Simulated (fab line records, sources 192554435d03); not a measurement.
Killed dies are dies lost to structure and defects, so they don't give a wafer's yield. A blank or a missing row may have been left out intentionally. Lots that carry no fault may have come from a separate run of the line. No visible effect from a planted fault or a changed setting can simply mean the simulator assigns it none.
A struck lot beside a sound one | flow n5Finfet | 19 out of 1938 route steps
Sound: these wafers, L133.2, L133.4, L133.6. The struck wafers were L128.3, L128.4. Last of all comes the cause.
At each step with rows: each side's tool, then ch and its chambers, then its first start. Under that, the readings that differ: sound wafers | struck wafers | difference of the means | sigmas: that difference in standard deviations of wafers without a fault.
alike: readings whose means differ by less than 2 such deviations, and words and numbers that are the same on both sides. not compared: withheld readings, readings that some wafer has no value for, bounds like >300 that may hide the same value, and numbers for which the record gives no deviation and whose values overlap.
The two part at a step that has a row with sigmas, a row that says differs or no value, or rows on one side only. When numbers do not overlap yet have no deviation, they are printed without sigmas and do not part them. Lack of a reading on every wafer of one side parts them only where that side has two or more wafers.

first, 8 steps without rows for these wafers: N5_BEOL_M14_SPUTTER_44 (material Ta, target thk 15 nm, time 24.19 s); N5_BEOL_M14_SPUTTER_45 (material Cu, target thk 100 nm, time 16.67 s); N5_BEOL_M14_ECD_47 (material Cu, target thk 1248 nm); N5_BEOL_M14_ANNEAL_48 (time 90 s); N5_BEOL_M14_CMP_49 (polishes, stops on SiO2, t overpolish 5.2 s, target thk 560 nm); N5_BEOL_M14_PRE_CLEAN_52 (time 15 s); N5_BEOL_M14_DEP_53 (deposits SiCN from 3MS/NH3, target thk 50 nm, time 17.8 s); N5_BEOL_M15_ILD_DEP_00 (deposits SiO2 from TEOS/O2, target thk 1629.3 nm, time 346.1 s).
N5_BEOL_M15_COAT_58: time 60 s, resist thk 89 nm.
  sound on lithoTrack-04 ch 0, day 17 14:02; struck on lithoTrack-03 ch 0, day 16 09:41
reading                                   | sound                | struck        | difference | sigmas
dispensePressureKPa (kPa)                 | 49 49 49             | 56 56         | +7         | +2
spinSpeedRpm (rpm)                        | 1500.3 1499.6 1500.3 | 2009.4 2008.5 | +508.9     | +99 or more
model.BARC_of_BEOL_M15_COAT_58.thkNm (nm) | 88.6 88.4 88.2       | 76.6 76.8     | -11.7      | 
  alike: chillPlateTempC, resistLineTempC
then, 8 steps without rows for these wafers: N5_BEOL_M15_COAT_04 (resist thk 800 nm); N5_BEOL_M15_EBR_06; N5_BEOL_M15_SOFTBAKE_05 (time 60 s); N5_BEOL_M15_EXPOSE_07 (exposes mask V14); N5_BEOL_M15_PEB_08 (peb time 90 s); N5_BEOL_M15_DEVELOP_09 (develop time 45 s); N5_BEOL_M15_HARDBAKE_14 (time 120 s); N5_BEOL_M15_DESCUM_15 (chemistry O2, time 7.9 s).
N5_BEOL_M15_ETCH_59: etches BARC in N2/H2, target depth 89 nm, overetch 26.7 nm, time 67.9 s.
  sound on rieDiel-03 ch 1,2, day 17 14:33; struck on rieDiel-03 ch 2,3, day 16 10:05
reading                 | sound             | struck      | difference | sigmas
model.etch.depthNm (nm) | 88.55 88.46 88.28 | 76.59 76.75 | -11.76     | 
  alike: chamberPressureMTorr, drypumpMotorCurrentA, oesProductAu, rfVppV, showerheadPlenumPTorr, throttleValvePct
  not compared: rfHoursCounterH
then, 1 step without rows for these wafers: N5_BEOL_M15_VIA_ETCH_16 (etches SiO2 in C4F8/O2/Ar, target depth 1792.2 nm).

WHERE THEY PART
N5_BEOL_M15_COAT_58 only, going by this record. Later steps at which nothing parts them and some readings are alike: N5_BEOL_M15_ETCH_59.

WHY: whatever the simulator had introduced
Drift in process parameters on lithoTrack-03 at N5_BEOL_M15_COAT_58, starting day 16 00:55. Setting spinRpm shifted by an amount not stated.
